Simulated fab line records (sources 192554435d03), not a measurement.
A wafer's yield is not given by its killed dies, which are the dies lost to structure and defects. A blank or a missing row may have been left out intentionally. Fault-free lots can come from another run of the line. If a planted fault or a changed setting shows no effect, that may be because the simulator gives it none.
Chamber matching -- flow n5_finfet -- 4 sister chambers for N5_BEOL_M2_STRIP_36 on rie_diel-02
The step strips in N2/H2. 4 wafers are shown with their chamber, then 12 later ones without.

== EACH WAFER AND ITS CHAMBER ==
wafer,chamber,showerhead_plenum_p_Torr (Torr)
L080.4,2,2.64
L084.2,0,2.61
L084.3,3,2.50
L084.5,1,2.40

== WAFERS WHOSE CHAMBER IS MISSING ==
wafer,showerhead_plenum_p_Torr (Torr)
L085.1,2.64
L085.4,2.40
L085.5,2.50
L087.1,2.40
L087.5,2.40
L087.6,2.60
L089.1,2.60
L089.3,2.63
L089.5,2.60
L092.1,2.40
L092.2,2.49
L092.3,2.63

== THE CHAMBER EACH PASSED THROUGH ==
wafer,from the rows above,in truth
L085.1,2,2
L085.4,1,1
L085.5,3,3
L087.1,1,1
L087.5,1,1
L087.6,0,0
L089.1,0,0
L089.3,can't be placed: 2 or 0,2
L089.5,0,0
L092.1,1,1
L092.2,3,3
L092.3,can't be placed: 2 or 0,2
Correctly placed: 10 of 12. Unplaceable from these rows: 2, with the true chamber sitting among the candidates in 2. Number placed wrongly: 0.
How it was worked out, from the rows above alone: a wafer's distance from a chamber is the root of the sum, over the readings, of the square of ((its reading less the chamber's mean) divided by the reading's scatter). If the next closest chamber is less than 2 further off than the closest, the wafer can't be placed; otherwise it belongs to the closest. A chamber's mean is the mean of its shown wafers. The scatter: with one shown wafer a chamber, the root of the mean of the squares of how far each hidden wafer lies from its nearest shown one.
